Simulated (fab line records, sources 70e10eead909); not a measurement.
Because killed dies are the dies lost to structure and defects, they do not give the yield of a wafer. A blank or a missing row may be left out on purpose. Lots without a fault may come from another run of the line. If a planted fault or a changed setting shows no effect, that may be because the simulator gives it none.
Chamber matching ; flow nandHarc ; 4 sister chambers for NHARC_A_STAIRCASE_STRIP_476 on rieDiel-07
The step strips in O2, time 20 s. 4 wafers are shown with their chamber, then 12 later ones without.

== WAFERS, EACH WITH ITS CHAMBER ==
wafer;chamber;showerheadPlenumPTorr (Torr)
L084.2;3;3.59
L087.2;0;3.70
L087.3;2;3.79
L087.4;1;3.56

== WAFERS WITHOUT THEIR CHAMBER ==
wafer;showerheadPlenumPTorr (Torr)
L087.1;3.59
L087.5;3.56
L087.6;3.79
L088.1;3.78
L088.3;3.58
L088.6;3.58
L090.2;3.55
L090.4;3.70
L090.5;3.55
L094.2;3.69
L094.5;3.69
L094.6;3.58

== WHICH CHAMBER EACH WENT THROUGH ==
wafer;from the rows above;in truth
L087.1;3;3
L087.5;1;1
L087.6;2;2
L088.1;2;2
L088.3;can't be placed: 3 or 1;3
L088.6;can't be placed: 3 or 1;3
L090.2;1;1
L090.4;0;0
L090.5;1;1
L094.2;0;0
L094.5;0;0
L094.6;can't be placed: 3 or 1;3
Placed correctly: 9 of 12. Cannot be placed on the basis of these rows: 3; the candidates contain the true chamber in 3. Wrongly placed: 0.
How it was worked out, from the rows above alone: a wafer's distance from a chamber is the root of the sum, over the readings, of the square of ((its reading less the chamber's mean) divided by the reading's scatter). The wafer belongs to the nearest chamber; if the next one is less than 2 further off, it can't be placed. For every chamber, the mean is computed from those of its wafers that are shown. The scatter: root of mean squared gap, hidden wafer to nearest shown wafer, with one shown wafer a chamber.
